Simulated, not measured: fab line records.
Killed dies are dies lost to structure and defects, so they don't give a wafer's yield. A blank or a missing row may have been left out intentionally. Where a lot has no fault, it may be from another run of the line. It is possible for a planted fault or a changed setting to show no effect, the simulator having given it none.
Which tool is to blame? ; flow n5_finfet ; 24 lots, 72 wafers sampled, at 5 steps of a route of 1938

WHAT THE GAUGES READ, wafer by wafer
N5_BEOL_M10_RS_MEAS_57: uses a four-point probe to measure.
lot;measured;on;M10_RS (ohm/sq)
L074;day 10 19:07;film_metro-01;0.148 0.147 0.156
L075;day 11 00:41;film_metro-01;0.148 0.146 0.146
L078;day 11 23:13;film_metro-02;0.147 0.153 0.150
L076;day 12 00:02;film_metro-02;0.149 0.154 0.152
L081;day 12 06:10;film_metro-01;0.154 0.154 0.159
L080;day 12 09:59;film_metro-01;0.144 0.149 0.151
L079;day 12 10:41;film_metro-02;0.150 0.159 0.153
L077;day 12 12:41;film_metro-02;0.142 0.147 0.154
L082;day 12 13:14;film_metro-01;0.152 0.148 0.144
L083;day 12 18:07;film_metro-02;0.158 0.145 0.150
L084;day 13 01:13;film_metro-02;0.151 0.156 0.159
L085;day 13 07:24;film_metro-01;0.149 0.156 0.152
L086;day 13 18:04;film_metro-02;0.155 0.157 0.150
L087;day 13 18:18;film_metro-02;0.151 0.157 0.149
L088;day 14 06:49;film_metro-01;0.160 0.156 0.149
L089;day 14 17:05;film_metro-02;0.152 0.156 0.152
L091;day 14 19:18;film_metro-02;0.154 0.153 0.160
L093;day 15 06:43;film_metro-01;0.157 0.155 0.151
L090;day 15 08:07;film_metro-02;0.159 0.153 0.158
L092;day 15 08:13;film_metro-01;0.153 0.151 0.157
L094;day 15 13:25;film_metro-01;0.158 0.154 0.151
L095;day 16 08:02;film_metro-02;0.150 0.148 0.157
L097;day 16 14:10;film_metro-01;0.155 0.153 0.153
L096;day 16 15:07;film_metro-01;0.147 0.153 0.145

N5_BEOL_M11_CD_MEAS_11 targets a cd of 64.1 nm.
lot;measured;on;cd_nm (nm)
L074;day 10 22:44;cd_sem-03;62.8 64.1 65.1
L075;day 11 04:44;cd_sem-03;64.1 63.7 64.3
L078;day 12 00:34;cd_sem-02;65.8 63.5 64.6
L076;day 12 03:11;cd_sem-03;63.6 65.0 64.7
L081;day 12 08:23;cd_sem-01;65.5 65.5 63.9
L080;day 12 12:19;cd_sem-01;63.8 64.4 63.9
L079;day 12 12:25;cd_sem-02;65.3 64.5 64.3
L077;day 12 14:45;cd_sem-03;65.2 64.6 64.8
L082;day 12 17:04;cd_sem-01;63.7 63.5 63.8
L083;day 12 22:31;cd_sem-02;62.8 64.2 64.7
L084;day 13 03:14;cd_sem-03;64.9 65.8 65.2
L085;day 13 09:22;cd_sem-02;65.7 65.0 64.6
L086;day 13 19:46;cd_sem-03;64.5 64.2 65.2
L087;day 13 19:56;cd_sem-02;63.5 64.5 64.6
L088;day 14 08:43;cd_sem-03;64.2 64.7 64.3
L089;day 14 18:18;cd_sem-02;65.5 64.5 65.0
L091;day 14 23:16;cd_sem-03;64.1 63.9 64.3
L093;day 15 08:11;cd_sem-02;65.3 65.8 64.3
L090;day 15 11:27;cd_sem-03;65.2 65.4 64.1
L092;day 15 11:02;cd_sem-03;64.5 64.2 65.0
L094;day 15 15:10;cd_sem-01;64.8 65.7 64.3
L095;day 16 09:35;cd_sem-03;64.2 64.8 64.7
L097;day 16 18:41;cd_sem-03;65.5 65.3 64.8
L096;day 16 18:51;cd_sem-01;64.8 65.1 64.1

N5_BEOL_M12_INSPECT_12: inspects for defects (macro).
lot;measured;on;raw_defect_count
L074;day 11 06:26;defect_inspect-02;0 3 3
L075;day 11 11:17;defect_inspect-01;1 2 1
L078;day 12 05:59;defect_inspect-02;6 1 5
L076;day 12 08:55;defect_inspect-01;5 3 3
L081;day 12 14:11;defect_inspect-01;3 2 3
L080;day 12 18:55;defect_inspect-01;2 0 3
L079;day 12 20:28;defect_inspect-02;0 1 3
L077;day 12 20:48;defect_inspect-02;3 3 2
L082;day 13 03:20;defect_inspect-01;1 3 0
L083;day 13 03:55;defect_inspect-01;3 1 1
L084;day 13 09:23;defect_inspect-01;0 4 4
L085;day 13 17:35;defect_inspect-01;0 2 1
L086;day 14 00:55;defect_inspect-02;6 2 2
L087;day 14 01:25;defect_inspect-01;0 3 3
L088;day 14 18:19;defect_inspect-01;1 2 4
L089;day 15 03:36;defect_inspect-02;3 5 1
L091;day 15 08:29;defect_inspect-02;1 4 4
L093;day 15 14:13;defect_inspect-01;4 1 0
L090;day 15 16:26;defect_inspect-01;3 0 3
L092;day 15 16:52;defect_inspect-02;0 4 4
L094;day 15 20:02;defect_inspect-01;0 1 2
L095;day 16 16:10;defect_inspect-02;4 2 2
L097;day 17 03:45;defect_inspect-01;1 2 4
L096;day 17 03:55;defect_inspect-02;2 1 2

N5_BEOL_M12_INSPECT_30: inspects for defects (macro).
lot;measured;on;raw_defect_count
L074;day 11 07:29;defect_inspect-01;0 4 1
L075;day 11 12:11;defect_inspect-01;4 3 2
L078;day 12 06:54;defect_inspect-02;1 1 2
L076;day 12 09:57;defect_inspect-01;3 2 1
L081;day 12 15:13;defect_inspect-01;5 4 2
L080;day 12 19:49;defect_inspect-02;2 0 2
L079;day 12 21:22;defect_inspect-01;5 1 2
L077;day 12 21:59;defect_inspect-01;2 1 4
L082;day 13 04:15;defect_inspect-02;3 0 1
L083;day 13 05:16;defect_inspect-02;1 0 0
L084;day 13 10:38;defect_inspect-02;3 4 0
L085;day 13 18:38;defect_inspect-01;1 6 2
L086;day 14 01:57;defect_inspect-01;1 4 1
L087;day 14 02:20;defect_inspect-02;1 3 0
L088;day 14 19:17;defect_inspect-02;1 0 2
L089;day 15 04:38;defect_inspect-02;1 1 0
L091;day 15 09:24;defect_inspect-01;1 2 2
L093;day 15 15:08;defect_inspect-02;1 1 2
L090;day 15 17:22;defect_inspect-01;3 1 1
L092;day 15 17:47;defect_inspect-01;1 2 2
L094;day 15 21:05;defect_inspect-01;2 2 1
L095;day 16 17:13;defect_inspect-02;3 3 4
L097;day 17 04:40;defect_inspect-01;0 2 3
L096;day 17 04:49;defect_inspect-01;1 0 3

WHAT TOOL EACH LOT RAN ON (gives the tool, then ch and the chambers of the sampled wafers, and finally the start)
lot;N5_BEOL_M11_DEP_56
L074;pecvd-04 ch 0,2, day 11 05:42
L075;pecvd-02 ch 1,2, day 11 10:28
L078;pecvd-04 ch 0,1, day 12 05:22
L076;pecvd-04 ch 0,1, day 12 08:18
L081;pecvd-04 ch 1,2, day 12 13:26
L080;pecvd-03 ch 0,1, day 12 18:17
L079;pecvd-02 ch 1,2, day 12 19:51
L077;pecvd-03 ch 0,1, day 12 20:10
L082;pecvd-04 ch 0,1,2, day 13 02:36
L083;pecvd-04 ch 1,2, day 13 03:18
L084;pecvd-04 ch 0,2, day 13 08:45
L085;pecvd-02 ch 0,2, day 13 16:51
L086;pecvd-03 ch 0,1, day 14 00:10
L087;pecvd-04 ch 0,2, day 14 00:48
L088;pecvd-04 ch 0,1,2, day 14 17:33
L089;pecvd-04 ch 0,1,2, day 15 02:59
L091;pecvd-02 ch 1,2, day 15 07:45
L093;pecvd-03 ch 0,2, day 15 13:36
L090;pecvd-04 ch 0,1, day 15 15:49
L092;pecvd-03 ch 0,1, day 15 16:15
L094;pecvd-04 ch 0,1,2, day 15 19:26
L095;pecvd-02 ch 0,2, day 16 15:33
L097;pecvd-03 ch 0,2, day 17 03:01
L096;pecvd-02 ch 0,2, day 17 03:17
- N5_BEOL_M11_DEP_56: deposits SiCN from 3MS/NH3, target thk 30 nm, time 10.5 s.

AS READ BY THE TOOLS THEMSELVES (means over the sampled wafers that have a number; for cases with no such wafer, the mark the record gives instead)
N5_BEOL_M11_DEP_56.
lot;tool;showerhead_plenum_p_Torr (Torr);throttle_valve_pct (%)
L074;pecvd-04;4.155;17.3
L075;pecvd-02;4.151;17.6
L078;pecvd-04;4.142;18.3
L076;pecvd-04;4.146;18.4
L081;pecvd-04;4.148;17.2
L080;pecvd-03;4.199;17.7
L079;pecvd-02;4.158;17.7
L077;pecvd-03;4.179;18.7
L082;pecvd-04;4.150;17.8
L083;pecvd-04;4.145;17.2
L084;pecvd-04;4.154;17.8
L085;pecvd-02;4.155;17.2
L086;pecvd-03;4.178;18.6
L087;pecvd-04;4.149;17.7
L088;pecvd-04;4.144;17.9
L089;pecvd-04;4.150;17.8
L091;pecvd-02;4.167;17.8
L093;pecvd-03;4.210;17.0
L090;pecvd-04;4.145;18.4
L092;pecvd-03;4.204;17.8
L094;pecvd-04;4.153;17.8
L095;pecvd-02;4.153;17.5
L097;pecvd-03;4.207;17.2
L096;pecvd-02;4.150;17.7

THE ANSWER, worked out from the rows above alone
Rule: what is usual is taken from the lots themselves. The widest of any qualifying gaps counts: lots, ordered by their means at a reading, are off when they make up no more than a third of the lots, leave a main group of 4 or more, and stand apart from it by 3 or more times the standard deviation of that group's means. The tables above print the reading to a certain number of digits; a main group whose means all agree to those digits is not used. A lot without any number at a reading at which 4 lots or more have one is off too. Any other lot the step has rows for is counted as sound. The gauges are gone through in route order, then the tools' own readings, and for those a lot's mean is taken as printed above. The first step at which some lot is off is used, and at that step the reading that is off furthest; a lot without a number counts as furthest.
Nothing can be told from this: no lot is off at any reading shown.

WHAT THE SIMULATOR PUT IN
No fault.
